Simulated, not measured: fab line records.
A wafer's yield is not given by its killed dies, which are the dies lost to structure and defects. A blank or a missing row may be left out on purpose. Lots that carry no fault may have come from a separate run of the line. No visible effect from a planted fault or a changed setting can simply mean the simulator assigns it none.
What tool caused it? / flow nandHarc / 24 lots, 72 wafers sampled, at 5 steps of a route of 1159

== WHAT EACH GAUGE READ, for each wafer ==
NHARC_P_M2_INSPECT_11.
lot=L074; measured=day 5 18:28; on=defectInspect-01; rawDefectCount=3 1 1
lot=L075; measured=day 6 13:58; on=defectInspect-02; rawDefectCount=2 3 5
lot=L078; measured=day 7 03:43; on=defectInspect-01; rawDefectCount=3 3 4
lot=L076; measured=day 7 04:12; on=defectInspect-01; rawDefectCount=5 4 4
lot=L077; measured=day 7 04:26; on=defectInspect-01; rawDefectCount=2 4 0
lot=L080; measured=day 7 13:04; on=defectInspect-02; rawDefectCount=1 5 2
lot=L079; measured=day 7 14:10; on=defectInspect-02; rawDefectCount=1 1 1
lot=L082; measured=day 7 23:09; on=defectInspect-01; rawDefectCount=1 1 1
lot=L081; measured=day 8 02:19; on=defectInspect-02; rawDefectCount=7 4 2
lot=L085; measured=day 8 17:10; on=defectInspect-01; rawDefectCount=4 4 1
lot=L083; measured=day 8 17:47; on=defectInspect-01; rawDefectCount=1 5 2
lot=L084; measured=day 8 19:43; on=defectInspect-02; rawDefectCount=1 3 1
lot=L087; measured=day 9 05:09; on=defectInspect-02; rawDefectCount=3 6 4
lot=L086; measured=day 9 06:15; on=defectInspect-02; rawDefectCount=2 1 4
lot=L089; measured=day 9 16:37; on=defectInspect-01; rawDefectCount=4 2 4
lot=L088; measured=day 9 17:20; on=defectInspect-01; rawDefectCount=3 6 7
lot=L090; measured=day 10 12:22; on=defectInspect-01; rawDefectCount=3 8 5
lot=L091; measured=day 10 12:38; on=defectInspect-02; rawDefectCount=5 4 3
lot=L092; measured=day 10 18:37; on=defectInspect-02; rawDefectCount=5 5 5
lot=L093; measured=day 10 23:08; on=defectInspect-01; rawDefectCount=3 3 4
lot=L094; measured=day 11 04:56; on=defectInspect-01; rawDefectCount=5 7 12
lot=L096; measured=day 11 17:32; on=defectInspect-02; rawDefectCount=0 4 3
lot=L095; measured=day 11 19:03; on=defectInspect-01; rawDefectCount=4 5 6
lot=L097; measured=day 11 19:12; on=defectInspect-02; rawDefectCount=2 5 5

== WHICH TOOL RAN EACH LOT (tool, then ch and the chambers of the sampled wafers, then the start) ==
lot=L074; NHARC_P_CONTACT_PVD_32=pvdSputter-03, day 5 10:39 or earlier; NHARC_P_M0_STRIP_18=rieDiel-07 ch 0,1, day 5 10:39; NHARC_P_M1_DESCUM_14=rieDiel-08 ch 1,2, day 5 14:19; NHARC_P_M1_DEGAS_29=pvdSputter-03, day 5 15:24
lot=L075; NHARC_P_CONTACT_PVD_32=pvdSputter-02, day 6 06:07 or earlier; NHARC_P_M0_STRIP_18=rieDiel-11 ch 1,2,3, day 6 06:07; NHARC_P_M1_DESCUM_14=rieDiel-05 ch 1,2,3, day 6 09:48; NHARC_P_M1_DEGAS_29=pvdSputter-02, day 6 10:52
lot=L078; NHARC_P_CONTACT_PVD_32=pvdSputter-01, day 6 19:35 or earlier; NHARC_P_M0_STRIP_18=rieDiel-11 ch 0,1,2, day 6 19:35; NHARC_P_M1_DESCUM_14=rieDiel-08 ch 2,3, day 6 23:18; NHARC_P_M1_DEGAS_29=pvdSputter-03, day 7 00:38
lot=L076; NHARC_P_CONTACT_PVD_32=pvdSputter-02, day 6 20:11 or earlier; NHARC_P_M0_STRIP_18=rieDiel-07 ch 1,2,3, day 6 20:11; NHARC_P_M1_DESCUM_14=rieDiel-05 ch 1,2,3, day 6 23:54; NHARC_P_M1_DEGAS_29=pvdSputter-02, day 7 01:08
lot=L077; NHARC_P_CONTACT_PVD_32=pvdSputter-03, day 6 20:17 or earlier; NHARC_P_M0_STRIP_18=rieDiel-11 ch 0,1,2, day 6 20:17; NHARC_P_M1_DESCUM_14=rieDiel-13 ch 0,1,3, day 7 00:13; NHARC_P_M1_DEGAS_29=pvdSputter-03, day 7 01:21
lot=L080; NHARC_P_CONTACT_PVD_32=pvdSputter-02, day 7 05:14 or earlier; NHARC_P_M0_STRIP_18=rieDiel-11 ch 2,3, day 7 05:14; NHARC_P_M1_DESCUM_14=rieDiel-13 ch 0,2, day 7 08:57; NHARC_P_M1_DEGAS_29=pvdSputter-01, day 7 09:58
lot=L079; NHARC_P_CONTACT_PVD_32=pvdSputter-01, day 7 05:47 or earlier; NHARC_P_M0_STRIP_18=rieDiel-04 ch 0,1, day 7 05:47; NHARC_P_M1_DESCUM_14=rieDiel-13 ch 1,2,3, day 7 09:44; NHARC_P_M1_DEGAS_29=pvdSputter-01, day 7 10:49
lot=L082; NHARC_P_CONTACT_PVD_32=pvdSputter-01, day 7 15:07 or earlier; NHARC_P_M0_STRIP_18=rieDiel-11 ch 1,2, day 7 15:07; NHARC_P_M1_DESCUM_14=rieDiel-13 ch 0,1,2, day 7 19:07; NHARC_P_M1_DEGAS_29=pvdSputter-03, day 7 20:13
lot=L081; NHARC_P_CONTACT_PVD_32=pvdSputter-02, day 7 18:37 or earlier; NHARC_P_M0_STRIP_18=rieDiel-07 ch 0,2,3, day 7 18:37; NHARC_P_M1_DESCUM_14=rieDiel-13 ch 1,2,3, day 7 22:21; NHARC_P_M1_DEGAS_29=pvdSputter-02, day 7 23:22
lot=L085; NHARC_P_CONTACT_PVD_32=pvdSputter-03, day 8 09:19 or earlier; NHARC_P_M0_STRIP_18=rieDiel-04 ch 0,1, day 8 09:19; NHARC_P_M1_DESCUM_14=rieDiel-08 ch 2,3, day 8 13:02; NHARC_P_M1_DEGAS_29=pvdSputter-03, day 8 14:05
lot=L083; NHARC_P_CONTACT_PVD_32=pvdSputter-02, day 8 09:57 or earlier; NHARC_P_M0_STRIP_18=rieDiel-11 ch 2,3, day 8 09:57; NHARC_P_M1_DESCUM_14=rieDiel-13 ch 1,2,3, day 8 13:40; NHARC_P_M1_DEGAS_29=pvdSputter-03, day 8 14:45
lot=L084; NHARC_P_CONTACT_PVD_32=pvdSputter-03, day 8 11:58 or earlier; NHARC_P_M0_STRIP_18=rieDiel-04 ch 0,3, day 8 11:58; NHARC_P_M1_DESCUM_14=rieDiel-08 ch 1,2, day 8 15:32; NHARC_P_M1_DEGAS_29=pvdSputter-03, day 8 16:35
lot=L087; NHARC_P_CONTACT_PVD_32=pvdSputter-03, day 8 21:31 or earlier; NHARC_P_M0_STRIP_18=rieDiel-04 ch 0,2,3, day 8 21:31; NHARC_P_M1_DESCUM_14=rieDiel-13 ch 0,1,2, day 9 01:10; NHARC_P_M1_DEGAS_29=pvdSputter-02, day 9 02:12
lot=L086; NHARC_P_CONTACT_PVD_32=pvdSputter-02, day 8 22:16 or earlier; NHARC_P_M0_STRIP_18=rieDiel-07 ch 0,2,3, day 8 22:16; NHARC_P_M1_DESCUM_14=rieDiel-08 ch 1,2, day 9 02:14; NHARC_P_M1_DEGAS_29=pvdSputter-02, day 9 03:18
lot=L089; NHARC_P_CONTACT_PVD_32=pvdSputter-01, day 9 08:42 or earlier; NHARC_P_M0_STRIP_18=rieDiel-07 ch 0,2,3, day 9 08:42; NHARC_P_M1_DESCUM_14=rieDiel-13 ch 0,1,2, day 9 12:38; NHARC_P_M1_DEGAS_29=pvdSputter-02, day 9 13:40
lot=L088; NHARC_P_CONTACT_PVD_32=pvdSputter-03, day 9 09:05 or earlier; NHARC_P_M0_STRIP_18=rieDiel-07 ch 0,2,3, day 9 09:05; NHARC_P_M1_DESCUM_14=rieDiel-13 ch 0,1,3, day 9 12:57; NHARC_P_M1_DEGAS_29=pvdSputter-03, day 9 14:14
lot=L090; NHARC_P_CONTACT_PVD_32=pvdSputter-03, day 10 03:40 or earlier; NHARC_P_M0_STRIP_18=rieDiel-07 ch 1,2,3, day 10 03:40; NHARC_P_M1_DESCUM_14=rieDiel-05 ch 0,1, day 10 08:07; NHARC_P_M1_DEGAS_29=pvdSputter-02, day 10 09:08
lot=L091; NHARC_P_CONTACT_PVD_32=pvdSputter-01, day 10 03:41 or earlier; NHARC_P_M0_STRIP_18=rieDiel-04 ch 0,1, day 10 03:41; NHARC_P_M1_DESCUM_14=rieDiel-08 ch 1,2,3, day 10 08:17; NHARC_P_M1_DEGAS_29=pvdSputter-03, day 10 09:26
lot=L092; NHARC_P_CONTACT_PVD_32=pvdSputter-01, day 10 10:50 or earlier; NHARC_P_M0_STRIP_18=rieDiel-11 ch 2,3, day 10 10:50; NHARC_P_M1_DESCUM_14=rieDiel-08 ch 0,2,3, day 10 14:24; NHARC_P_M1_DEGAS_29=pvdSputter-01, day 10 15:29
lot=L093; NHARC_P_CONTACT_PVD_32=pvdSputter-02, day 10 15:11 or earlier; NHARC_P_M0_STRIP_18=rieDiel-11 ch 1,2,3, day 10 15:11; NHARC_P_M1_DESCUM_14=rieDiel-13 ch 0,2,3, day 10 18:58; NHARC_P_M1_DEGAS_29=pvdSputter-01, day 10 20:02
lot=L094; NHARC_P_CONTACT_PVD_32=pvdSputter-02, day 10 21:11 or earlier; NHARC_P_M0_STRIP_18=rieDiel-11 ch 1,2,3, day 10 21:11; NHARC_P_M1_DESCUM_14=rieDiel-08 ch 0,1,3, day 11 00:45; NHARC_P_M1_DEGAS_29=pvdSputter-01, day 11 01:47
lot=L096; NHARC_P_CONTACT_PVD_32=pvdSputter-03, day 11 09:53 or earlier; NHARC_P_M0_STRIP_18=rieDiel-04 ch 1,2,3, day 11 09:53; NHARC_P_M1_DESCUM_14=rieDiel-08 ch 0,1,3, day 11 13:31; NHARC_P_M1_DEGAS_29=pvdSputter-02, day 11 14:32
lot=L095; NHARC_P_CONTACT_PVD_32=pvdSputter-01, day 11 11:07 or earlier; NHARC_P_M0_STRIP_18=rieDiel-11 ch 0,1, day 11 11:07; NHARC_P_M1_DESCUM_14=rieDiel-05 ch 0,1, day 11 14:53; NHARC_P_M1_DEGAS_29=pvdSputter-02, day 11 15:58
lot=L097; NHARC_P_CONTACT_PVD_32=pvdSputter-03, day 11 11:16 or earlier; NHARC_P_M0_STRIP_18=rieDiel-04 ch 0,1,2, day 11 11:16; NHARC_P_M1_DESCUM_14=rieDiel-08 ch 1,2, day 11 15:05; NHARC_P_M1_DEGAS_29=pvdSputter-03, day 11 16:07
- NHARC_P_CONTACT_PVD_32: deposits Ti, target thk 5 nm, time 17.7 s.
- NHARC_P_M0_STRIP_18: strips in N2/H2.
- NHARC_P_M1_DESCUM_14: chemistry O2, time 3 s.
- NHARC_P_M1_DEGAS_29: time 60 s.

== AS READ BY THE TOOLS THEMSELVES (means over the sampled wafers that have a number; for cases with no such wafer, the mark the record gives instead) ==
NHARC_P_CONTACT_PVD_32.
lot=L074; tool=pvdSputter-03; cathodeDcPowerW (W)=4999.7; throttleValvePct (%)=30.2
lot=L075; tool=pvdSputter-02; cathodeDcPowerW (W)=5000.5; throttleValvePct (%)=30.0
lot=L078; tool=pvdSputter-01; cathodeDcPowerW (W)=5000.2; throttleValvePct (%)=30.9
lot=L076; tool=pvdSputter-02; cathodeDcPowerW (W)=5000.0; throttleValvePct (%)=29.7
lot=L077; tool=pvdSputter-03; cathodeDcPowerW (W)=5000.5; throttleValvePct (%)=30.2
lot=L080; tool=pvdSputter-02; cathodeDcPowerW (W)=5001.0; throttleValvePct (%)=29.7
lot=L079; tool=pvdSputter-01; cathodeDcPowerW (W)=4999.9; throttleValvePct (%)=29.9
lot=L082; tool=pvdSputter-01; cathodeDcPowerW (W)=4998.7; throttleValvePct (%)=31.3
lot=L081; tool=pvdSputter-02; cathodeDcPowerW (W)=4999.9; throttleValvePct (%)=29.5
lot=L085; tool=pvdSputter-03; cathodeDcPowerW (W)=5000.2; throttleValvePct (%)=30.4
lot=L083; tool=pvdSputter-02; cathodeDcPowerW (W)=4999.9; throttleValvePct (%)=30.0
lot=L084; tool=pvdSputter-03; cathodeDcPowerW (W)=4999.9; throttleValvePct (%)=29.3
lot=L087; tool=pvdSputter-03; cathodeDcPowerW (W)=4999.7; throttleValvePct (%)=29.9
lot=L086; tool=pvdSputter-02; cathodeDcPowerW (W)=5001.2; throttleValvePct (%)=29.8
lot=L089; tool=pvdSputter-01; cathodeDcPowerW (W)=5000.8; throttleValvePct (%)=30.5
lot=L088; tool=pvdSputter-03; cathodeDcPowerW (W)=5000.8; throttleValvePct (%)=29.8
lot=L090; tool=pvdSputter-03; cathodeDcPowerW (W)=4999.4; throttleValvePct (%)=29.9
lot=L091; tool=pvdSputter-01; cathodeDcPowerW (W)=5000.1; throttleValvePct (%)=30.5
lot=L092; tool=pvdSputter-01; cathodeDcPowerW (W)=5000.5; throttleValvePct (%)=30.6
lot=L093; tool=pvdSputter-02; cathodeDcPowerW (W)=5000.1; throttleValvePct (%)=30.0
lot=L094; tool=pvdSputter-02; cathodeDcPowerW (W)=4999.7; throttleValvePct (%)=29.7
lot=L096; tool=pvdSputter-03; cathodeDcPowerW (W)=4999.6; throttleValvePct (%)=30.3
lot=L095; tool=pvdSputter-01; cathodeDcPowerW (W)=5000.4; throttleValvePct (%)=29.6
lot=L097; tool=pvdSputter-03; cathodeDcPowerW (W)=4999.9; throttleValvePct (%)=29.8

NHARC_P_M0_STRIP_18.
lot=L074; tool=rieDiel-07; drypumpMotorCurrentA (A)=5.3; h2FlowSccm (sccm)=150.4; oesProductAu (a.u.)=1.011; rfVppV (V)=89.5; showerheadPlenumPTorr (Torr)=2.01; throttleValvePct (%)=14.174
lot=L075; tool=rieDiel-11; drypumpMotorCurrentA (A)=5.9; h2FlowSccm (sccm)=150.2; oesProductAu (a.u.)=0.999; rfVppV (V)=91.3; showerheadPlenumPTorr (Torr)=2.10; throttleValvePct (%)=14.179
lot=L078; tool=rieDiel-11; drypumpMotorCurrentA (A)=5.8; h2FlowSccm (sccm)=149.9; oesProductAu (a.u.)=0.998; rfVppV (V)=91.1; showerheadPlenumPTorr (Torr)=2.05; throttleValvePct (%)=14.177
lot=L076; tool=rieDiel-07; drypumpMotorCurrentA (A)=5.6; h2FlowSccm (sccm)=150.1; oesProductAu (a.u.)=0.994; rfVppV (V)=91.9; showerheadPlenumPTorr (Torr)=2.18; throttleValvePct (%)=14.166
lot=L077; tool=rieDiel-11; drypumpMotorCurrentA (A)=5.7; h2FlowSccm (sccm)=150.0; oesProductAu (a.u.)=0.988; rfVppV (V)=91.3; showerheadPlenumPTorr (Torr)=2.05; throttleValvePct (%)=14.171
lot=L080; tool=rieDiel-11; drypumpMotorCurrentA (A)=5.8; h2FlowSccm (sccm)=150.1; oesProductAu (a.u.)=1.002; rfVppV (V)=91.5; showerheadPlenumPTorr (Torr)=2.10; throttleValvePct (%)=14.170
lot=L079; tool=rieDiel-04; drypumpMotorCurrentA (A)=6.0; h2FlowSccm (sccm)=150.1; oesProductAu (a.u.)=0.999; rfVppV (V)=90.9; showerheadPlenumPTorr (Torr)=2.14; throttleValvePct (%)=14.170
lot=L082; tool=rieDiel-11; drypumpMotorCurrentA (A)=5.9; h2FlowSccm (sccm)=149.9; oesProductAu (a.u.)=0.983; rfVppV (V)=91.0; showerheadPlenumPTorr (Torr)=2.09; throttleValvePct (%)=14.177
lot=L081; tool=rieDiel-07; drypumpMotorCurrentA (A)=5.5; h2FlowSccm (sccm)=150.0; oesProductAu (a.u.)=1.004; rfVppV (V)=91.2; showerheadPlenumPTorr (Torr)=2.09; throttleValvePct (%)=14.168
lot=L085; tool=rieDiel-04; drypumpMotorCurrentA (A)=6.0; h2FlowSccm (sccm)=149.7; oesProductAu (a.u.)=0.996; rfVppV (V)=90.8; showerheadPlenumPTorr (Torr)=2.14; throttleValvePct (%)=14.172
lot=L083; tool=rieDiel-11; drypumpMotorCurrentA (A)=5.8; h2FlowSccm (sccm)=149.7; oesProductAu (a.u.)=1.003; rfVppV (V)=91.7; showerheadPlenumPTorr (Torr)=2.09; throttleValvePct (%)=14.177
lot=L084; tool=rieDiel-04; drypumpMotorCurrentA (A)=5.3; h2FlowSccm (sccm)=150.3; oesProductAu (a.u.)=0.993; rfVppV (V)=89.8; showerheadPlenumPTorr (Torr)=1.95; throttleValvePct (%)=14.161
lot=L087; tool=rieDiel-04; drypumpMotorCurrentA (A)=5.4; h2FlowSccm (sccm)=150.1; oesProductAu (a.u.)=0.991; rfVppV (V)=89.9; showerheadPlenumPTorr (Torr)=1.99; throttleValvePct (%)=14.185
lot=L086; tool=rieDiel-07; drypumpMotorCurrentA (A)=5.6; h2FlowSccm (sccm)=150.1; oesProductAu (a.u.)=1.001; rfVppV (V)=90.3; showerheadPlenumPTorr (Torr)=2.09; throttleValvePct (%)=14.180
lot=L089; tool=rieDiel-07; drypumpMotorCurrentA (A)=5.5; h2FlowSccm (sccm)=149.7; oesProductAu (a.u.)=1.005; rfVppV (V)=90.5; showerheadPlenumPTorr (Torr)=2.09; throttleValvePct (%)=14.172
lot=L088; tool=rieDiel-07; drypumpMotorCurrentA (A)=5.6; h2FlowSccm (sccm)=150.1; oesProductAu (a.u.)=1.007; rfVppV (V)=91.2; showerheadPlenumPTorr (Torr)=2.09; throttleValvePct (%)=14.181
lot=L090; tool=rieDiel-07; drypumpMotorCurrentA (A)=5.7; h2FlowSccm (sccm)=150.1; oesProductAu (a.u.)=1.000; rfVppV (V)=91.3; showerheadPlenumPTorr (Torr)=2.18; throttleValvePct (%)=14.166
lot=L091; tool=rieDiel-04; drypumpMotorCurrentA (A)=6.0; h2FlowSccm (sccm)=149.9; oesProductAu (a.u.)=0.994; rfVppV (V)=91.4; showerheadPlenumPTorr (Torr)=2.14; throttleValvePct (%)=14.162
lot=L092; tool=rieDiel-11; drypumpMotorCurrentA (A)=5.8; h2FlowSccm (sccm)=150.1; oesProductAu (a.u.)=1.003; rfVppV (V)=90.5; showerheadPlenumPTorr (Torr)=2.10; throttleValvePct (%)=14.178
lot=L093; tool=rieDiel-11; drypumpMotorCurrentA (A)=5.8; h2FlowSccm (sccm)=150.2; oesProductAu (a.u.)=1.013; rfVppV (V)=91.3; showerheadPlenumPTorr (Torr)=2.10; throttleValvePct (%)=14.166
lot=L094; tool=rieDiel-11; drypumpMotorCurrentA (A)=5.9; h2FlowSccm (sccm)=149.6; oesProductAu (a.u.)=1.019; rfVppV (V)=90.6; showerheadPlenumPTorr (Torr)=2.10; throttleValvePct (%)=14.177
lot=L096; tool=rieDiel-04; drypumpMotorCurrentA (A)=5.8; h2FlowSccm (sccm)=150.3; oesProductAu (a.u.)=0.986; rfVppV (V)=90.6; showerheadPlenumPTorr (Torr)=2.05; throttleValvePct (%)=14.175
lot=L095; tool=rieDiel-11; drypumpMotorCurrentA (A)=5.9; h2FlowSccm (sccm)=150.0; oesProductAu (a.u.)=1.008; rfVppV (V)=90.1; showerheadPlenumPTorr (Torr)=2.05; throttleValvePct (%)=14.170
lot=L097; tool=rieDiel-04; drypumpMotorCurrentA (A)=5.8; h2FlowSccm (sccm)=150.1; oesProductAu (a.u.)=0.984; rfVppV (V)=90.9; showerheadPlenumPTorr (Torr)=2.09; throttleValvePct (%)=14.178

NHARC_P_M1_DESCUM_14.
lot=L074; tool=rieDiel-08; drypumpMotorCurrentA (A)=5.7; oesProductAu (a.u.)=1.005; rfVppV (V)=58.1; showerheadPlenumPTorr (Torr)=1.95; throttleValvePct (%)=11.320
lot=L075; tool=rieDiel-05; drypumpMotorCurrentA (A)=6.1; oesProductAu (a.u.)=0.998; rfVppV (V)=57.4; showerheadPlenumPTorr (Torr)=1.91; throttleValvePct (%)=11.323
lot=L078; tool=rieDiel-08; drypumpMotorCurrentA (A)=5.8; oesProductAu (a.u.)=0.997; rfVppV (V)=58.3; showerheadPlenumPTorr (Torr)=2.00; throttleValvePct (%)=11.317
lot=L076; tool=rieDiel-05; drypumpMotorCurrentA (A)=6.1; oesProductAu (a.u.)=0.988; rfVppV (V)=58.1; showerheadPlenumPTorr (Torr)=1.91; throttleValvePct (%)=11.310
lot=L077; tool=rieDiel-13; drypumpMotorCurrentA (A)=5.8; oesProductAu (a.u.)=1.006; rfVppV (V)=58.3; showerheadPlenumPTorr (Torr)=1.94; throttleValvePct (%)=11.320
lot=L080; tool=rieDiel-13; drypumpMotorCurrentA (A)=5.7; oesProductAu (a.u.)=1.012; rfVppV (V)=58.2; showerheadPlenumPTorr (Torr)=2.00; throttleValvePct (%)=11.305
lot=L079; tool=rieDiel-13; drypumpMotorCurrentA (A)=5.5; oesProductAu (a.u.)=1.013; rfVppV (V)=58.2; showerheadPlenumPTorr (Torr)=1.92; throttleValvePct (%)=11.316
lot=L082; tool=rieDiel-13; drypumpMotorCurrentA (A)=5.7; oesProductAu (a.u.)=1.013; rfVppV (V)=59.2; showerheadPlenumPTorr (Torr)=2.00; throttleValvePct (%)=11.306
lot=L081; tool=rieDiel-13; drypumpMotorCurrentA (A)=5.6; oesProductAu (a.u.)=1.017; rfVppV (V)=57.8; showerheadPlenumPTorr (Torr)=1.91; throttleValvePct (%)=11.308
lot=L085; tool=rieDiel-08; drypumpMotorCurrentA (A)=6.1; oesProductAu (a.u.)=0.995; rfVppV (V)=58.0; showerheadPlenumPTorr (Torr)=2.01; throttleValvePct (%)=11.310
lot=L083; tool=rieDiel-13; drypumpMotorCurrentA (A)=5.6; oesProductAu (a.u.)=1.016; rfVppV (V)=58.7; showerheadPlenumPTorr (Torr)=1.91; throttleValvePct (%)=11.314
lot=L084; tool=rieDiel-08; drypumpMotorCurrentA (A)=5.7; oesProductAu (a.u.)=1.003; rfVppV (V)=57.8; showerheadPlenumPTorr (Torr)=1.95; throttleValvePct (%)=11.308
lot=L087; tool=rieDiel-13; drypumpMotorCurrentA (A)=5.7; oesProductAu (a.u.)=1.007; rfVppV (V)=58.2; showerheadPlenumPTorr (Torr)=2.00; throttleValvePct (%)=11.309
lot=L086; tool=rieDiel-08; drypumpMotorCurrentA (A)=5.9; oesProductAu (a.u.)=1.005; rfVppV (V)=57.5; showerheadPlenumPTorr (Torr)=1.90; throttleValvePct (%)=11.312
lot=L089; tool=rieDiel-13; drypumpMotorCurrentA (A)=5.7; oesProductAu (a.u.)=1.005; rfVppV (V)=58.6; showerheadPlenumPTorr (Torr)=2.00; throttleValvePct (%)=11.316
lot=L088; tool=rieDiel-13; drypumpMotorCurrentA (A)=5.8; oesProductAu (a.u.)=1.004; rfVppV (V)=58.2; showerheadPlenumPTorr (Torr)=1.94; throttleValvePct (%)=11.310
lot=L090; tool=rieDiel-05; drypumpMotorCurrentA (A)=6.0; oesProductAu (a.u.)=0.976; rfVppV (V)=57.5; showerheadPlenumPTorr (Torr)=1.93; throttleValvePct (%)=11.316
lot=L091; tool=rieDiel-08; drypumpMotorCurrentA (A)=6.1; oesProductAu (a.u.)=0.987; rfVppV (V)=57.9; showerheadPlenumPTorr (Torr)=1.95; throttleValvePct (%)=11.308
lot=L092; tool=rieDiel-08; drypumpMotorCurrentA (A)=5.9; oesProductAu (a.u.)=0.998; rfVppV (V)=57.5; showerheadPlenumPTorr (Torr)=2.01; throttleValvePct (%)=11.303
lot=L093; tool=rieDiel-13; drypumpMotorCurrentA (A)=5.9; oesProductAu (a.u.)=1.013; rfVppV (V)=57.6; showerheadPlenumPTorr (Torr)=1.93; throttleValvePct (%)=11.305
lot=L094; tool=rieDiel-08; drypumpMotorCurrentA (A)=6.1; oesProductAu (a.u.)=1.000; rfVppV (V)=57.9; showerheadPlenumPTorr (Torr)=1.96; throttleValvePct (%)=11.320
lot=L096; tool=rieDiel-08; drypumpMotorCurrentA (A)=6.1; oesProductAu (a.u.)=1.011; rfVppV (V)=56.8; showerheadPlenumPTorr (Torr)=1.96; throttleValvePct (%)=11.304
lot=L095; tool=rieDiel-05; drypumpMotorCurrentA (A)=5.6; oesProductAu (a.u.)=0.993; rfVppV (V)=57.8; showerheadPlenumPTorr (Torr)=1.92; throttleValvePct (%)=11.318
lot=L097; tool=rieDiel-08; drypumpMotorCurrentA (A)=6.0; oesProductAu (a.u.)=1.003; rfVppV (V)=57.5; showerheadPlenumPTorr (Torr)=1.89; throttleValvePct (%)=11.306

NHARC_P_M1_DEGAS_29.
lot=L074; tool=pvdSputter-03; heaterPowerW (W)=371
lot=L075; tool=pvdSputter-02; heaterPowerW (W)=346
lot=L078; tool=pvdSputter-03; heaterPowerW (W)=340
lot=L076; tool=pvdSputter-02; heaterPowerW (W)=340
lot=L077; tool=pvdSputter-03; heaterPowerW (W)=349
lot=L080; tool=pvdSputter-01; heaterPowerW (W)=404
lot=L079; tool=pvdSputter-01; heaterPowerW (W)=314
lot=L082; tool=pvdSputter-03; heaterPowerW (W)=335
lot=L081; tool=pvdSputter-02; heaterPowerW (W)=333
lot=L085; tool=pvdSputter-03; heaterPowerW (W)=345
lot=L083; tool=pvdSputter-03; heaterPowerW (W)=362
lot=L084; tool=pvdSputter-03; heaterPowerW (W)=360
lot=L087; tool=pvdSputter-02; heaterPowerW (W)=330
lot=L086; tool=pvdSputter-02; heaterPowerW (W)=345
lot=L089; tool=pvdSputter-02; heaterPowerW (W)=326
lot=L088; tool=pvdSputter-03; heaterPowerW (W)=347
lot=L090; tool=pvdSputter-02; heaterPowerW (W)=314
lot=L091; tool=pvdSputter-03; heaterPowerW (W)=352
lot=L092; tool=pvdSputter-01; heaterPowerW (W)=374
lot=L093; tool=pvdSputter-01; heaterPowerW (W)=332
lot=L094; tool=pvdSputter-01; heaterPowerW (W)=367
lot=L096; tool=pvdSputter-02; heaterPowerW (W)=301
lot=L095; tool=pvdSputter-02; heaterPowerW (W)=328
lot=L097; tool=pvdSputter-03; heaterPowerW (W)=334

== THE ANSWER, worked out from the rows above alone ==
Rule: what is usual is taken from the lots themselves. The widest of any qualifying gaps counts: lots, ordered by their means at a reading, are off when they make up no more than a third of the lots, leave a main group of 4 or more, and stand apart from it by 3 or more times the standard deviation of that group's means. Not used: any main group whose means are identical at the precision the tables above print for the reading. A lot without any number at a reading at which 4 lots or more have one is off too. Any other lot the step has rows for is counted as sound. First the gauges in route order, then the tools' own readings, where a lot's mean is used as printed above. The first step at which some lot is off is used, and at that step the reading that is off furthest; a lot without a number counts as furthest.
Nothing can be told from this: no lot is off at any reading shown.

== WHAT THE SIMULATOR HAD PUT IN ==
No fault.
